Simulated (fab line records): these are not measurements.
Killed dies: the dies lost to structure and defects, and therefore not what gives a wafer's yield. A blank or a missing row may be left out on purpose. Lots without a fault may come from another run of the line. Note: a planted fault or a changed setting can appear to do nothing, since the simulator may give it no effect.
A struck lot beside a sound one :: flow nand_harc :: 15 out of 1159 route steps
Sound: these wafers, L816.1, L816.4, L816.5. Struck: wafers L830.3, L830.4, L830.6. At the end, the cause is stated.
For every step that has rows: the tool of each side, followed by ch and its chambers, followed by its first start. Under that, the readings that differ: sound wafers :: struck wafers :: difference of the means :: sigmas: that difference in standard deviations of wafers without a fault.
alike: readings whose means differ by less than 2 such deviations, and words and numbers that are the same on both sides. not compared: withheld readings, readings that some wafer has no value for, bounds like >300 that may hide the same value, and numbers for which the record gives no deviation and whose values overlap.
The two part at a step that has a row with sigmas, a row that says differs or no value, or rows on one side only. When numbers do not overlap yet have no deviation, they are printed without sigmas and do not part them. Lack of a reading on every wafer of one side parts them only where that side has two or more wafers.

first, 1 step without rows for these wafers: NHARC_P_M0_DEVELOP_08 (develop time 35 s).
NHARC_P_M0_CD_MEAS_09: the cd target is 90 nm.
  sound on cd_sem-03 ch 0, day 5 22:41; struck on cd_sem-01 ch 0, day 9 12:43
  alike: cd_nm
NHARC_P_M0_OVL_MEAS_10: pitch 180 nm.
  sound on overlay-01, day 5 22:47; struck on overlay-02, day 9 12:48
  alike: overlay_x_nm, overlay_y_nm
NHARC_P_M0_INSPECT_11:
  sound on defect_inspect-02, day 5 22:49; struck on defect_inspect-01, day 9 12:50
  alike: raw_defect_count
NHARC_P_M0_DESCUM_14: chemistry O2, time 3 s.
  sound on rie_diel-02 ch 0,1,2, day 5 22:53; struck on rie_diel-02 ch 0,2,3, day 9 12:53
  alike: drypump_motor_current_A, oes_product_au, rf_vpp_V, showerhead_plenum_p_Torr, throttle_valve_pct
  not compared: rf_hours_counter_h
then, 1 step without rows for these wafers: NHARC_P_M0_ETCH_34 (etches the open film in N2/H2, target depth 40 nm, overetch 12 nm, time 43.94 s).
NHARC_P_M0_ETCH_15: etches the open film in C4F8/Ar, target depth 150 nm, overetch 15 nm, time 82.5 s.
  sound on rie_diel-02 ch 0,1; struck on rie_diel-02 ch 0,1,2
  alike: oes_product_au, rf_vpp_V
  not compared: rf_hours_counter_h
NHARC_P_M0_CD_MEAS_16:
  sound on cd_sem-03, day 5 23:11; struck on cd_sem-01, day 9 13:12
  alike: cd_nm
NHARC_P_M0_STRIP_18: strips in N2/H2.
  sound on rie_diel-09 ch 0,1,3, day 5 23:18; struck on rie_diel-10 ch 2,3, day 9 13:16
  alike: drypump_motor_current_A, h2_flow_sccm, oes_product_au, rf_vpp_V, showerhead_plenum_p_Torr, throttle_valve_pct
  not compared: rf_hours_counter_h
then, 1 step without rows for these wafers: NHARC_P_M0_STRIP_19 (strips in post etch residue remover, time 600 s).
NHARC_P_M0_DEGAS_28: time 60 s.
  sound on pvd_sputter-03, day 5 23:47; struck on pvd_sputter-02, day 9 13:49
  alike: heater_power_w
then, 1 step without rows for these wafers: NHARC_P_M0_PRE_CLEAN_29 (time 30 s).
NHARC_P_M0_PVD_20: deposits TaN, target thk 5 nm, time 8.06 s.
  sound on pvd_sputter-03, day 5 23:55; struck on pvd_sputter-02, day 9 14:11
  alike: throttle_valve_pct
NHARC_P_M0_PVD_21: deposits Cu, target thk 30 nm, time 20.49 s.
  sound on pvd_sputter-03; struck on pvd_sputter-02
  alike: throttle_valve_pct
NHARC_END_SORT_01:
  the record has rows for the sound wafers here (prober-02 ch 0, day 22 09:10) and none for the struck ones

## WHERE THEY PART
Within this record, at NHARC_END_SORT_01 only.

WHY: the cause the simulator had injected
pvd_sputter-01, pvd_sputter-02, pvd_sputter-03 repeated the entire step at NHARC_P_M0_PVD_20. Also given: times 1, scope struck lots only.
